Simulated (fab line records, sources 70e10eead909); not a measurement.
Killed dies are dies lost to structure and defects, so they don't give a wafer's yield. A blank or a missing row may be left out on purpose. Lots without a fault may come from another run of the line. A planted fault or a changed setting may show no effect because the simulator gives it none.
Which tool did it? | flow nand_harc | 15 lots, 45 wafers sampled, at 5 steps of a route of 1302

WHAT THE GAUGES READ, wafer by wafer
NHARC_END_SORT_01.
lot  | measured     | on        | killed_at_array | killed_at_other | killed_at_periphery | killed_dies | killed_open | killed_short
L567 | day 30 22:27 | prober-02 | 43 46 45        | 3 2 1           | 593 601 601         | 639 649 647 | 4 2 5       | 3 4 2
L568 | day 31 11:38 | prober-01 | 33 32 34        | 0 0 0           | 612 614 612         | 645 646 646 | 3 5 4       | 2 0 2
L569 | day 32 04:36 | prober-01 | 119 85 94       | 0 0 0           | 524 557 550         | 643 642 644 | 3 0 2       | 2 1 2

WHICH TOOL RAN EACH LOT (tool, then ch and the chambers of the sampled wafers, then the start)
lot  | NHARC_P_GATE_SPUTTER_78      | NHARC_A_M1_CMP_23             | NHARC_A_BONDPAD_DEP_00          | NHARC_THIN_TSV_PRE_CLEAN_54
L551 | pvd_sputter-01, day 5 19:34  | cmp-03 ch 1,2,3, day 23 20:28 | pecvd-02 ch 1,2, day 23 21:40   | pvd_sputter-03, day 24 16:19
L552 | pvd_sputter-03, day 6 02:25  | cmp-03 ch 1,2, day 23 18:04   | pecvd-03 ch 0,1, day 23 19:17   | pvd_sputter-02, day 24 17:27
L554 | pvd_sputter-02, day 7 01:22  | cmp-01 ch 0,1,3, day 23 21:00 | pecvd-02 ch 0,1,2, day 23 22:08 | pvd_sputter-02, day 24 20:52
L555 | pvd_sputter-02, day 7 09:04  | cmp-03 ch 0,1,2, day 24 07:38 | pecvd-03 ch 0,1,2, day 24 08:50 | pvd_sputter-03, day 25 07:29
L556 | pvd_sputter-02, day 7 23:53  | cmp-04 ch 0,1,2, day 25 20:21 | pecvd-01 ch 0,1,2, day 25 21:34 | pvd_sputter-02, day 26 17:45
L559 | pvd_sputter-01, day 9 13:16  | cmp-04 ch 0,3, day 26 22:01   | pecvd-02 ch 0,2, day 26 23:11   | pvd_sputter-01, day 27 21:13
L561 | pvd_sputter-01, day 10 01:43 | cmp-01 ch 1,3, day 27 01:49   | pecvd-01 ch 0,1,2, day 27 03:00 | pvd_sputter-01, day 28 03:55
L562 | pvd_sputter-03, day 10 06:02 | cmp-03 ch 1,2, day 27 03:05   | pecvd-02 ch 0,1,2, day 27 04:16 | pvd_sputter-03, day 28 02:38
L563 | pvd_sputter-02, day 10 15:07 | cmp-03 ch 0,1, day 27 16:56   | pecvd-02 ch 0,1,2, day 27 18:06 | pvd_sputter-01, day 28 17:10
L565 | pvd_sputter-03, day 11 20:46 | cmp-03 ch 0,2,3, day 28 23:53 | pecvd-01 ch 1,2, day 29 01:03   | pvd_sputter-02, day 29 23:43
L567 | pvd_sputter-03, day 12 11:29 | -                             | -                               | -
L568 | pvd_sputter-03, day 12 20:09 | -                             | -                               | -
L569 | pvd_sputter-02, day 13 15:47 | -                             | -                               | -
L571 | pvd_sputter-01, day 14 01:20 | cmp-01 ch 2,3, day 30 19:31   | pecvd-03 ch 1,2, day 30 20:41   | pvd_sputter-01, day 31 18:29
L574 | pvd_sputter-01, day 15 10:26 | cmp-01 ch 0,1,3, day 32 22:35 | pecvd-02 ch 1,2, day 32 23:43   | pvd_sputter-03, day 34 22:48
- NHARC_P_GATE_SPUTTER_78: material Ni, target thk 10 nm.
- NHARC_A_M1_CMP_23: polishes, t overpolish 20 s, target thk 154.34 nm.
- NHARC_A_BONDPAD_DEP_00: deposits SiCN, target thk 250 nm.
- NHARC_THIN_TSV_PRE_CLEAN_54: time 30 s.

WHAT THE TOOLS THEMSELVES READ (means of the sampled wafers that have a number; where no wafer has one, the mark that the record gives instead)
NHARC_A_M1_CMP_23.
lot  | tool   | motor_current_A (A) | time_to_endpoint_s (s)
L551 | cmp-03 | 11.4                | 30.9
L552 | cmp-03 | 10.4                | 29.4
L554 | cmp-01 | 12.4                | 25.5
L555 | cmp-03 | 10.7                | 33.8
L556 | cmp-04 | 13.6                | 27.0
L559 | cmp-04 | 12.1                | 32.4
L561 | cmp-01 | 13.0                | 30.5
L562 | cmp-03 | 10.9                | 28.2
L563 | cmp-03 | 11.2                | 29.5
L565 | cmp-03 | 11.0                | 28.2
L571 | cmp-01 | 13.5                | 32.2
L574 | cmp-01 | 13.0                | 28.8

NHARC_A_BONDPAD_DEP_00.
lot  | tool     | heater_power_w (W)
L551 | pecvd-02 | 618
L552 | pecvd-03 | 426
L554 | pecvd-02 | 611
L555 | pecvd-03 | 473
L556 | pecvd-01 | 553
L559 | pecvd-02 | 747
L561 | pecvd-01 | 566
L562 | pecvd-02 | 646
L563 | pecvd-02 | 704
L565 | pecvd-01 | 594
L571 | pecvd-03 | 495
L574 | pecvd-02 | 659

NHARC_THIN_TSV_PRE_CLEAN_54.
lot  | tool           | heater_power_w (W)
L551 | pvd_sputter-03 | 419
L552 | pvd_sputter-02 | 438
L554 | pvd_sputter-02 | 414
L555 | pvd_sputter-03 | 403
L556 | pvd_sputter-02 | 421
L559 | pvd_sputter-01 | 382
L561 | pvd_sputter-01 | 407
L562 | pvd_sputter-03 | 420
L563 | pvd_sputter-01 | 443
L565 | pvd_sputter-02 | 423
L571 | pvd_sputter-01 | 415
L574 | pvd_sputter-03 | 401

THE ANSWER, worked out from the rows above alone
Rule: what is usual is taken from the lots themselves. Put in order of their means at a reading, lots are off if they are a third of the lots or fewer, leave a main group of 4 or more, and stand apart from it by a gap of 3 or more times the standard deviation of the main group's means; of several such gaps the widest counts. A main group whose means are all the same, to the digits that the tables above print for the reading, isn't used. A lot without any number at a reading at which 4 lots or more have one is off too. The other lots that the step has rows for count as sound. The gauges are gone through in route order, then the tools' own readings, and for those a lot's mean is taken as printed above. The first step at which some lot is off is used, and at that step the reading that is off furthest; a lot without a number counts as furthest.
No lot is off at any reading shown: from this, nothing can be told.

WHAT THE SIMULATOR HAD PUT IN
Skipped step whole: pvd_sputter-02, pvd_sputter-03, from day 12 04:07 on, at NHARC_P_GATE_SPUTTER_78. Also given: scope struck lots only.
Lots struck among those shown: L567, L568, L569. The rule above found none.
